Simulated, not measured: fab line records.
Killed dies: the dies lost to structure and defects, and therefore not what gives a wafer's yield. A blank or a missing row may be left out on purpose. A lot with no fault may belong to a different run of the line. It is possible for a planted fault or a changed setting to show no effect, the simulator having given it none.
Chamber matching || flow n5-finfet || 4 sister chambers for N5_FIN_SAQP_HM_OPEN_73 on rie-diel-06
The step chemistry CHF3/O2, target SiO2, stops on a-Si, target depth 12 nm, time 16.8 s. 18 wafers are shown with their chamber, then 9 later ones without.

## WAFERS PAIRED WITH THEIR CHAMBERS
{"wafer": "L075.1", "chamber": 2, "drypump-motor-current-A (A)": 5.4, "showerhead-plenum-p-Torr (Torr)": 2.28, "throttle-valve-pct (%)": 18.76}
{"wafer": "L075.2", "chamber": 1, "drypump-motor-current-A (A)": 5.4, "showerhead-plenum-p-Torr (Torr)": 2.52, "throttle-valve-pct (%)": 19.10}
{"wafer": "L075.4", "chamber": 3, "drypump-motor-current-A (A)": 4.9, "showerhead-plenum-p-Torr (Torr)": 2.37, "throttle-valve-pct (%)": 19.29}
{"wafer": "L079.3", "chamber": 0, "drypump-motor-current-A (A)": 5.8, "showerhead-plenum-p-Torr (Torr)": 2.41, "throttle-valve-pct (%)": 18.68}
{"wafer": "L079.4", "chamber": 2, "drypump-motor-current-A (A)": 5.4, "showerhead-plenum-p-Torr (Torr)": 2.28, "throttle-valve-pct (%)": 18.75}
{"wafer": "L079.6", "chamber": 3, "drypump-motor-current-A (A)": 4.9, "showerhead-plenum-p-Torr (Torr)": 2.37, "throttle-valve-pct (%)": 19.30}
{"wafer": "L082.1", "chamber": 0, "drypump-motor-current-A (A)": 5.8, "showerhead-plenum-p-Torr (Torr)": 2.40, "throttle-valve-pct (%)": 18.70}
{"wafer": "L082.3", "chamber": 1, "drypump-motor-current-A (A)": 5.4, "showerhead-plenum-p-Torr (Torr)": 2.52, "throttle-valve-pct (%)": 19.13}
{"wafer": "L082.6", "chamber": 3, "drypump-motor-current-A (A)": 4.9, "showerhead-plenum-p-Torr (Torr)": 2.36, "throttle-valve-pct (%)": 19.32}
{"wafer": "L083.2", "chamber": 1, "drypump-motor-current-A (A)": 5.4, "showerhead-plenum-p-Torr (Torr)": 2.52, "throttle-valve-pct (%)": 19.15}
{"wafer": "L083.5", "chamber": 3, "drypump-motor-current-A (A)": 4.9, "showerhead-plenum-p-Torr (Torr)": 2.36, "throttle-valve-pct (%)": 19.32}
{"wafer": "L083.6", "chamber": 1, "drypump-motor-current-A (A)": 5.3, "showerhead-plenum-p-Torr (Torr)": 2.52, "throttle-valve-pct (%)": 19.14}
{"wafer": "L085.2", "chamber": 0, "drypump-motor-current-A (A)": 5.8, "showerhead-plenum-p-Torr (Torr)": 2.40, "throttle-valve-pct (%)": 18.72}
{"wafer": "L085.4", "chamber": 3, "drypump-motor-current-A (A)": 4.9, "showerhead-plenum-p-Torr (Torr)": 2.36, "throttle-valve-pct (%)": 19.33}
{"wafer": "L085.5", "chamber": 1, "drypump-motor-current-A (A)": 5.4, "showerhead-plenum-p-Torr (Torr)": 2.51, "throttle-valve-pct (%)": 19.17}
{"wafer": "L088.1", "chamber": 0, "drypump-motor-current-A (A)": 5.8, "showerhead-plenum-p-Torr (Torr)": 2.40, "throttle-valve-pct (%)": 18.74}
{"wafer": "L088.4", "chamber": 0, "drypump-motor-current-A (A)": 5.8, "showerhead-plenum-p-Torr (Torr)": 2.40, "throttle-valve-pct (%)": 18.74}
{"wafer": "L088.5", "chamber": 1, "drypump-motor-current-A (A)": 5.3, "showerhead-plenum-p-Torr (Torr)": 2.51, "throttle-valve-pct (%)": 19.17}

SIGNATURES (averages over the wafers above)
{"reading": "drypump-motor-current-A", "chamber 0": 5.800, "chamber 1": 5.367, "chamber 2": 5.400, "chamber 3": 4.900, "scatter within a chamber": 0.0309}
{"reading": "showerhead-plenum-p-Torr", "chamber 0": 2.4020, "chamber 1": 2.5167, "chamber 2": 2.2800, "chamber 3": 2.3640, "scatter within a chamber": 0.00488}
{"reading": "throttle-valve-pct", "chamber 0": 18.7160, "chamber 1": 19.1433, "chamber 2": 18.7550, "chamber 3": 19.3120, "scatter within a chamber": 0.023}
Rule: a wafer lies at a distance from a chamber equal to the root of the sum of squares, over the readings, of (its reading less the chamber's mean, divided by the reading's scatter). The wafer belongs to the nearest chamber; if the next one is less than 2 further off, it can't be placed. How the scatter is found: for the shown wafers, subtract from each reading the mean of its chamber, square and add these, divide the total by (wafers less chambers), then take the root.

## WAFERS WHOSE CHAMBER IS MISSING
{"wafer": "L089.1", "drypump-motor-current-A (A)": 5.8, "showerhead-plenum-p-Torr (Torr)": 2.40, "throttle-valve-pct (%)": 18.75}
{"wafer": "L089.2", "drypump-motor-current-A (A)": 5.4, "showerhead-plenum-p-Torr (Torr)": 2.56, "throttle-valve-pct (%)": 18.39}
{"wafer": "L089.6", "drypump-motor-current-A (A)": 5.4, "showerhead-plenum-p-Torr (Torr)": 2.56, "throttle-valve-pct (%)": 18.37}
{"wafer": "L091.2", "drypump-motor-current-A (A)": 5.3, "showerhead-plenum-p-Torr (Torr)": 2.51, "throttle-valve-pct (%)": 19.19}
{"wafer": "L091.4", "drypump-motor-current-A (A)": 5.8, "showerhead-plenum-p-Torr (Torr)": 2.39, "throttle-valve-pct (%)": 18.74}
{"wafer": "L091.5", "drypump-motor-current-A (A)": 5.8, "showerhead-plenum-p-Torr (Torr)": 2.39, "throttle-valve-pct (%)": 18.73}
{"wafer": "L094.3", "drypump-motor-current-A (A)": 4.9, "showerhead-plenum-p-Torr (Torr)": 2.36, "throttle-valve-pct (%)": 18.88}
{"wafer": "L094.5", "drypump-motor-current-A (A)": 5.4, "showerhead-plenum-p-Torr (Torr)": 2.56, "throttle-valve-pct (%)": 18.39}
{"wafer": "L094.6", "drypump-motor-current-A (A)": 4.9, "showerhead-plenum-p-Torr (Torr)": 2.35, "throttle-valve-pct (%)": 18.88}

## WHICH CHAMBER EACH WENT THROUGH
{"wafer": "L089.1", "from the rows above": 0, "in truth": 0}
{"wafer": "L089.2", "from the rows above": 1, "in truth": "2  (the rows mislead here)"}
{"wafer": "L089.6", "from the rows above": 1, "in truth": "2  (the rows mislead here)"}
{"wafer": "L091.2", "from the rows above": 1, "in truth": 1}
{"wafer": "L091.4", "from the rows above": 0, "in truth": 0}
{"wafer": "L091.5", "from the rows above": 0, "in truth": 0}
{"wafer": "L094.3", "from the rows above": 3, "in truth": 3}
{"wafer": "L094.5", "from the rows above": 1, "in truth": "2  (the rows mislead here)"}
{"wafer": "L094.6", "from the rows above": 3, "in truth": 3}
Placed correctly: 6 of 9. Left unplaced by these rows: 0. Number placed wrongly: 3.
